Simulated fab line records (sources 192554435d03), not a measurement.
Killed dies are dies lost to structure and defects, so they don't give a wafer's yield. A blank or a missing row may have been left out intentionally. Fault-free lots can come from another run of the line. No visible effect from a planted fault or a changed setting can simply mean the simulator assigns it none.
A lot that was struck, set against a sound lot -- flow n5 finfet -- 38 steps out of a route of 1938
Sound: wafers L446.1, L446.3, L446.4. Struck: wafer L438.2 (L438.3, L438.6, from the same lot, were not struck and are left out); the cause is given at the end.
Order at every step that has rows: each side's tool, ch and its chambers, its first start. Under that, the readings that differ: sound wafers -- struck wafers -- difference of the means -- sigmas: that difference in standard deviations of wafers without a fault.
alike: words and numbers the same on both sides, and readings whose means are apart by under 2 such deviations; not compared: readings that were withheld, readings missing a value for some wafer, numbers with overlapping values and no deviation given by the record, and bounds like >300 which may hide the same value.
The two part at a step that has a row with sigmas, a row that says differs or no value, or rows on one side only. Non-overlapping numbers with no deviation appear without sigmas and do not part them. A reading that every wafer of one side lacks parts them only if that side has two wafers or more.

first, 9 steps without rows for these wafers: N5_BEOL_M10_PEB_26 (peb time 60 s); N5_BEOL_M10_DEVELOP_27 (develop time 30 s); N5_BEOL_M10_DESCUM_33 (chemistry O2, time 7.9 s); N5_BEOL_M10_ETCH_65 (etches SiARC in CF4, target depth 39 nm, time 65 s); N5_BEOL_M10_ETCH_66 (etches SOC in N2/H2, target depth 120 nm, overetch 24 nm, time 180 s); N5_BEOL_M10_STRIP_69 (strips in N2/H2); N5_BEOL_M10_VIA_ETCH_34 (etches SiCOH lowk in C4F6/O2, target depth 184.5 nm, time 69.2 s); N5_BEOL_M10_STRIP_73 (strips in C4F6/O2); N5_BEOL_M10_STRIP_36 (strips in N2/H2).
N5_BEOL_M10_TRENCH_ETCH_37: etches SiCOH lowk in C4F6/O2, target depth 148.83 nm, time 48 s.
  sound on rie diel-01 ch 0,1,2, day 14 01:01; struck on rie diel-03 ch 2, day 13 07:20
reading,sound,struck,difference,sigmas
rf hours counter h (h),14 61 51,82,+40,
model.BEOL_M10.feature depth nm (nm),154.4 149.4 149.4,210.4,+59.3,
model.etch.depth nm (nm),154.3 149.5 149.4,210.4,+59.3,
model.TiN_of_BEOL_M10_HM_DEP_02.thk nm (nm),15.8 15.8 15.6,14,-2,
  alike: C4F6_flow_sccm, drypump motor current A, oes_f_703_au, oes product au, rf vpp V, showerhead plenum p Torr, throttle valve pct
then, 2 steps without rows for these wafers: N5_BEOL_M10_ETCH_41 (etches SiCN in CH3F/O2, target depth 42.6 nm, time 86 s); N5_BEOL_M10_STRIP_77 (strips in N2/H2, time 10 s).
N5_BEOL_M10_OCD_MEAS_38:
  sound on ocd-02, day 14 01:11; struck on ocd-02, day 13 07:31
reading,sound,struck,difference,sigmas
trench depth nm (nm),154 149 149,210,+59,+16
then, 13 steps without rows for these wafers: N5_BEOL_M10_HM_STRIP_39 (strips TiN in peroxide tin strip, target depth 25 nm, time 158 s); N5_BEOL_M10_SRD_40 (time 30 s); N5_BEOL_M10_PRECLEAN_42 (cleans in residue remover, time 60 s); N5_BEOL_M10_SRD_43 (time 30 s); N5_BEOL_M10_CURE_72 (cures SiCOH lowk, time 120 s); N5_BEOL_M10_DEGAS_44 (time 60 s); N5_BEOL_M10_PRE_CLEAN_45 (time 30 s); N5_BEOL_M10_ALD_74 (deposits TaN, target thk 2 nm, pulse time 2 s, purge time 3 s); N5_BEOL_M10_SURFACE_TREAT_76; N5_BEOL_M10_CVD_75 (deposits Co from CCTBA/H2, target thk 2 nm, time 138.9 s); N5_BEOL_M10_SPUTTER_48 (material Cu, target thk 12 nm, time 2 s); N5_BEOL_M10_ECD_50 (material Cu, target thk 318 nm); N5_BEOL_M10_ANNEAL_51 (time 90 s).
N5_BEOL_M10_CMP_52: polishes, stops on SiCOH lowk, t overpolish 7 s, target thk 140 nm.
  sound on cmp-02 ch 0,1,2, day 14 03:04; struck on cmp-01 ch 2, day 13 10:23
reading,sound,struck,difference,sigmas
model.Cu_of_BEOL_M10_ECD_50.thk nm (nm),146.8 142.6 140.2,201.4,+58.2,
  alike: motor current A
N5_BEOL_M10_THK_MEAS_53: measures by xrf.
  sound on film metro-01, day 14 03:22; struck on film metro-02, day 13 10:39
reading,sound,struck,difference,sigmas
M10_THK (nm),146 142 140,199,+56,+14
then, 2 steps without rows for these wafers: N5_BEOL_M10_PRE_CLEAN_55 (time 15 s); N5_BEOL_M10_DEP_56 (deposits SiCN from 3MS/NH3, target thk 15 nm, time 26.5 s).
N5_BEOL_M10_RS_MEAS_57: the measuring method here is four-point-probe.
  sound on film metro-01, day 14 03:30; struck on film metro-02, day 13 10:47
reading,sound,struck,difference,sigmas
M10_RS (ohm/sq),0.143 0.148 0.151,0.102,-0.045,-9
then, 5 steps without rows for these wafers: N5_BEOL_M11_ILD_DEP_00 (deposits SiCOH lowk from DEMS/porogen, target thk 308.51 nm, time 58 s); N5_BEOL_M11_CURE_71 (cures SiCOH lowk, time 240 s); N5_BEOL_M11_PECVD_70 (deposits SiO2 from TEOS/O2, target thk 20 nm, time 22.7 s); N5_BEOL_M11_HM_DEP_02 (deposits TiN, target thk 20 nm); N5_BEOL_M11_COAT_59 (time 60 s, resist thk 100 nm).
N5_BEOL_M15_RC_MEAS_101:
  sound on prober-02 ch 0, day 16 04:52; struck on prober-02 ch 0, day 14 21:28
reading,sound,struck,difference,sigmas
COMB_M6 (S/m),3.1e-11 2.6e-11 3.9e-11,2e-11,-1e-11,-2
SERP_M10 (ohm/um),2.95 2.99 2.99,2.13,-0.85,-7
SERP_M10_max_site (ohm/um),3.00 3.11 3.01,2.17,-0.87,-7
SERP_M7 (ohm/um),12.9 13.3 12.3,15.4,+2.6,+3
  alike: COMB_M11, COMB_M12, COMB_M13, COMB_M14, COMB_M15, COMB_M5, COMB_M7, COMB_M8, COMB_M9, SERP_M11, SERP_M12, SERP_M13, SERP_M14, SERP_M5, SERP_M6, SERP_M6_max_site, SERP_M8, SERP_M8_max_site, SERP_M9, SERP_M9_max_site
N5_PASSIVATION_PROBE_49:
  the record has rows for the sound wafers here (prober-02, day 16 20:34) and none for the struck ones

WHERE THEY PART
Last at N5_PASSIVATION_PROBE_49 as far as this record goes, first at N5_BEOL_M10_OCD_MEAS_38.

WHY: the cause the simulator had injected
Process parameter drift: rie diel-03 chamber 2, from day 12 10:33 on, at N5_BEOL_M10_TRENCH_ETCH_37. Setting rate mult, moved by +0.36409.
